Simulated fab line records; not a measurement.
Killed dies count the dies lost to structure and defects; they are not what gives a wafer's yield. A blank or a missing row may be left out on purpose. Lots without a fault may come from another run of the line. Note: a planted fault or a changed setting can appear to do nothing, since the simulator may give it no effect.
A lot that was struck, set against a sound lot :: flow n5Finfet :: 41 out of 1938 route steps
Sound: the wafers L848.2, L848.4, L848.6. Struck: wafer L860.2 (left out: L860.4, L860.5 of the same lot, which were not struck); the cause appears at the end.
Each step with rows lists, per side, the tool, then ch with its chambers, then its first start. Under that, the readings that differ: sound wafers :: struck wafers :: difference of the means :: sigmas: that difference in standard deviations of wafers without a fault.
alike: readings whose means differ by less than 2 such deviations, and words and numbers that are the same on both sides. not compared: withheld readings, readings that some wafer has no value for, bounds like >300 that may hide the same value, and numbers for which the record gives no deviation and whose values overlap.
The two part at a step that has a row with sigmas, a row that says differs or no value, or rows on one side only. Numbers that have no deviation but don't overlap get no sigmas and don't part them. Lack of a reading on every wafer of one side parts them only where that side has two or more wafers.

first, 3 steps without rows for these wafers: N5_BEOL_M0_CUTY_ETCH_62 (etches SiARC in CF4, time 58.5 s); N5_BEOL_M0_CUTY_ETCH_63 (etches SOC in N2/H2, target depth 82.7 nm, overetch 16.5 nm, time 124 s); N5_BEOL_M0_CUTY_STRIP_64 (strips in N2/H2).
N5_BEOL_M0_ETCH_138: etches SiCN in CH3F/O2, target depth 12 nm, time 31.6 s.
  sound on rieDiel-04 ch 0,2, day 5 23:57; struck on rieDiel-05 ch 0, day 9 00:41
reading: drypumpMotorCurrentA (A)
sound: 6.7 5.7 6.7
struck: 4.8
difference: -1.6
sigmas: -3

reading: etchRfOnTimeS (s)
sound: 29.1 29.8 30.4
struck: 26.3
difference: -3.5
sigmas: -3

reading: rfVppV (V)
sound: 298.9 298.2 300.5
struck: 295.3
difference: -3.9
sigmas: -2
  alike: biasW, oesProductAu, showerheadPlenumPTorr, throttleValvePct
  not compared: rfHoursCounterH
N5_BEOL_M0_HM_OPEN_105: chemistry Cl2/BCl3, target TiN, target depth 12 nm.
  sound on rieMetal-02 ch 0,1, day 6 01:23; struck on rieMetal-02 ch 0, day 9 01:14
  alike: biasW, drypumpMotorCurrentA, oesProductAu, throttleValvePct
  not compared: rfHoursCounterH
then, 6 steps without rows for these wafers: N5_BEOL_M0_STRIP_140 (strips in CF4); N5_BEOL_M0_STRIP_104 (strips in N2/H2); N5_BEOL_M0_WET_ETCH_106 (etches SiO2 in DHF, target depth 130 nm, rinse time 30 s); N5_BEOL_M0_ETCH_128 (etches SiCN in CF4/N2, target depth 12 nm, overetch 5.1 nm, time 21.4 s); N5_BEOL_M0_TRENCH_ETCH_107 (etches SiOC in C4F6/O2, target depth 32.8 nm, time 16.4 s); N5_BEOL_M0_STRIP_142 (strips in N2/H2, time 10 s).
N5_BEOL_M0_OCD_MEAS_108:
  sound: ocd-01 at day 6 02:08; struck: ocd-02 at day 9 02:43
reading: trenchDepthNm (nm)
sound: 32.0 32.7 31.7
struck: 33.6
difference: +1.5
sigmas: +2
N5_BEOL_M0_HM_STRIP_129: strips TiN in peroxide tin strip, target depth 17 nm, time 108 s.
  sound on wetBench-03 ch 4,6,7, day 6 02:10; struck on wetBench-06 ch 0,4,7, day 9 02:46
then, 6 steps without rows for these wafers: N5_BEOL_M0_SRD_130 (time 30 s); N5_BEOL_M0_ETCH_109 (etches SiCN in CH3F/O2, target depth 8 nm, overetch 2.4 nm, time 27.4 s); N5_BEOL_M0_STRIP_139 (strips in post etch residue remover, time 60 s); N5_BEOL_M0_SRD_111 (time 30 s); N5_BEOL_M0_DEGAS_112 (time 60 s); N5_BEOL_M0_PRE_CLEAN_113 (time 30 s).
N5_BEOL_M0_ALD_136: deposits TaN, pulse time 2 s, purge time 3 s, co reactant purge time 2 s.
  sound on aldMetal-01 ch 0,2,3, day 6 03:49; struck on aldMetal-04 ch 0, day 9 03:32
  alike: heaterPowerW, precursorVesselTempC, susceptorTempC
then, 5 steps without rows for these wafers: N5_BEOL_M0_SURFACE_TREAT_137; N5_BEOL_M0_CVD_115 (deposits Co from CCTBA/H2, time 120 s); N5_BEOL_M0_SPUTTER_116 (material Cu, target thk 4 nm, time 7.37 s); N5_BEOL_M0_ANNEAL_117 (time 60 s); N5_BEOL_M0_SPUTTER_132 (material Cu, target thk 4 nm, time 7.37 s).
N5_BEOL_M0_ANNEAL_133: time 60 s.
  sound: pvdSputter-03 at day 6 05:31; struck: pvdSputter-02 at day 9 04:20
reading: susceptorTempC (C)
sound: 400.17 400.24 400.01
struck: 399.64
difference: -0.50
sigmas: -2
  alike: heaterPowerW
then, 10 steps without rows for these wafers: N5_BEOL_M0_SPUTTER_134 (material Cu, target thk 4 nm, time 7.37 s); N5_BEOL_M0_ANNEAL_135 (time 60 s); N5_BEOL_M0_SPUTTER_141 (material Cu, target thk 4 nm, time 7.37 s); N5_BEOL_M0_ECD_118 (material Cu, target thk 300 nm); N5_BEOL_M0_ANNEAL_119 (time 90 s); N5_BEOL_M0_CMP_120 (polishes, stops on SiOC, t overpolish 6.9 s); N5_BEOL_M0_PRE_CLEAN_131 (time 15 s); N5_BEOL_M0_CO_CAP_123 (material Co, precursor CCTBA/H2, target thk 2 nm, time 102.1 s); N5_BEOL_M0_PRE_CLEAN_124 (time 15 s); N5_BEOL_M0_DEP_125 (deposits SiCN from 3MS/NH3, target thk 8 nm, time 14 s).
N5_BEOL_M0_RS_MEAS_126: a four-point-probe measurement.
  sound: filmMetro-02 at day 6 06:47; struck: filmMetro-02 at day 9 05:39
reading: M0_RS (ohm/sq)
sound: 0.585 0.560 0.562
struck: 0.507
difference: -0.062
sigmas: -3
then, 1 step without rows for these wafers: N5_BEOL_M1_ILD_DEP_00 (deposits SiOC from DEMS/O2, target thk 79 nm, time 15.3 s).
N5_BEOL_M1_THK_MEAS_01:
  sound: filmMetro-02 at day 6 06:55; struck: filmMetro-01 at day 9 05:47
  alike: M1_ILD_THK
N5_BEOL_M1_PECVD_72: deposits SiO2 from TEOS/O2, target thk 16 nm, time 18 s.
  sound on pecvd-01 ch 0,1, day 6 06:58; struck on pecvd-03 ch 0, day 9 05:49
  alike: heaterPowerW, showerheadPlenumPTorr, showerheadVppV, susceptorTempC, throttleValvePct
-- record jumps: 6 days separate the struck wafers' starts on either side; left off in module BEOL_M1, taken up again in module PASSIVATION, whose first shown step is the route's number 1936 --
N5_PASSIVATION_PROBE_49:
  sound: prober-01 at day 12 22:58; struck: prober-02 at day 15 13:52
reading: defectLimitedYield (%)
sound: 93.6 94.1 90.4
struck: 87.3
difference: -5.4
sigmas: -4

reading: killed_at_M0_to_M3
sound: 17 24 43
struck: 95
difference: +67
sigmas: +6

reading: killedDies
sound: 76 70 113
struck: 150
difference: +64
sigmas: +4

reading: killedOnRim
sound: 10 9 16
struck: 30
difference: +18
sigmas: +5

reading: sort_bin_5_function (%)
sound: 4.0 4.1 5.5
struck: 8.0
difference: +3.5
sigmas: +4

reading: sortNPass
sound: 1104 1110 1067
struck: 1030
difference: -64
sigmas: -3

reading: sortYieldPct (%)
sound: 93.6 94.1 90.4
struck: 87.3
difference: -5.4
sigmas: -3
  alike: killed_at_M4_up, killedAtContacts, killedAtFrontEnd, killedAtOther, killedOpen, killedShort, sort_bin_4_leakage, sort_bin_6_memory, sort_bin_8_speed

== WHERE THEY PART ==
Earliest at N5_BEOL_M0_ETCH_138; latest, in this record, at N5_PASSIVATION_PROBE_49.

WHY: whatever the simulator had introduced
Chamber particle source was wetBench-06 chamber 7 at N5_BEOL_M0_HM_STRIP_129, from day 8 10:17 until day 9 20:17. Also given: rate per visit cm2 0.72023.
